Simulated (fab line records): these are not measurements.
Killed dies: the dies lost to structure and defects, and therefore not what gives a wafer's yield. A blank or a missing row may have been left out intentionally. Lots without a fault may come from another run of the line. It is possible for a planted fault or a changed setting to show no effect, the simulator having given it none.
Matching of chambers | flow n5Finfet | 4 sister chambers for N5_BEOL_M13_ETCH_68 on rieDiel-04
The step etches SOC in N2/H2, time 355 s. 27 wafers are shown with their chamber, then 12 later ones without.

WAFERS WITH THEIR CHAMBER
wafer  | chamber | drypumpMotorCurrentA (A) | throttleValvePct (%) | showerheadPlenumPTorr (Torr)
L076.1 | 2       | 6.5                      | 18.12                | 2.44
L076.3 | 1       | 5.6                      | 17.98                | 2.56
L076.4 | 2       | 6.5                      | 18.12                | 2.44
L080.1 | 2       | 6.5                      | 18.14                | 2.43
L080.2 | 1       | 5.5                      | 17.98                | 2.56
L080.6 | 1       | 5.6                      | 17.99                | 2.56
L082.1 | 2       | 6.5                      | 18.16                | 2.43
L082.3 | 0       | 6.5                      | 17.68                | 2.62
L082.4 | 1       | 5.6                      | 18.01                | 2.56
L084.2 | 1       | 5.6                      | 18.02                | 2.55
L084.4 | 2       | 6.5                      | 18.17                | 2.43
L084.5 | 1       | 5.6                      | 18.03                | 2.55
L085.1 | 3       | 5.4                      | 17.33                | 2.60
L085.3 | 0       | 6.5                      | 17.71                | 2.62
L085.6 | 1       | 5.6                      | 18.00                | 2.55
L089.3 | 2       | 6.5                      | 18.18                | 2.42
L089.4 | 1       | 5.6                      | 18.04                | 2.55
L089.5 | 2       | 6.5                      | 18.17                | 2.42
L090.2 | 3       | 5.4                      | 17.36                | 2.59
L090.5 | 3       | 5.4                      | 17.35                | 2.59
L090.6 | 2       | 6.4                      | 18.17                | 2.42
L093.1 | 2       | 6.5                      | 18.19                | 2.42
L093.2 | 1       | 5.6                      | 18.04                | 2.55
L093.3 | 3       | 5.4                      | 17.35                | 2.59
L093.4 | 0       | 6.5                      | 17.73                | 2.61
L093.5 | 3       | 5.4                      | 17.38                | 2.59
L093.6 | 0       | 6.5                      | 17.72                | 2.61

SIGNATURES, as means of the wafers listed above
reading               | chamber 0 | chamber 1 | chamber 2 | chamber 3 | scatter within a chamber
drypumpMotorCurrentA  | 6.500     | 5.589     | 6.489     | 5.400     | 0.0278
throttleValvePct      | 17.7100   | 18.0100   | 18.1578   | 17.3540   | 0.0233
showerheadPlenumPTorr | 2.6150    | 2.5544    | 2.4278    | 2.5920    | 0.00645
Rule: for each reading, subtract the chamber's mean from the wafer's reading, divide by that reading's scatter and square the result; add these up over the readings and take the root, which gives the wafer's distance from the chamber. The wafer belongs to the nearest chamber; if the next one is less than 2 further off, it can't be placed. The scatter is the square root of a quotient: the sum, over the shown wafers, of each reading's squared deviation from its chamber's mean, divided by wafers minus chambers.

WAFERS WITHOUT THEIR CHAMBER
wafer  | drypumpMotorCurrentA (A) | throttleValvePct (%) | showerheadPlenumPTorr (Torr)
L092.2 | 5.4                      | 17.36                | 2.59
L092.3 | 6.4                      | 18.19                | 2.42
L092.4 | 5.6                      | 18.04                | 2.55
L095.4 | 6.4                      | 18.19                | 2.42
L095.5 | 5.6                      | 18.04                | 2.54
L095.6 | 6.5                      | 17.73                | 2.61
L096.2 | 5.6                      | 18.06                | 2.54
L096.3 | 6.5                      | 17.75                | 2.61
L096.6 | 6.5                      | 17.75                | 2.61
L097.1 | 5.5                      | 18.04                | 2.54
L097.3 | 6.5                      | 17.75                | 2.61
L097.4 | 6.5                      | 18.21                | 2.42

EACH ONE'S CHAMBER
wafer  | from the rows above | in truth
L092.2 | 3                   | 3
L092.3 | 2                   | 2
L092.4 | 1                   | 1
L095.4 | 2                   | 2
L095.5 | 1                   | 1
L095.6 | 0                   | 0
L096.2 | 1                   | 1
L096.3 | 0                   | 0
L096.6 | 0                   | 0
L097.1 | 1                   | 1
L097.3 | 0                   | 0
L097.4 | 2                   | 2
12 of 12 placed correctly. Number that these rows cannot place: 0. 0 placed wrongly.
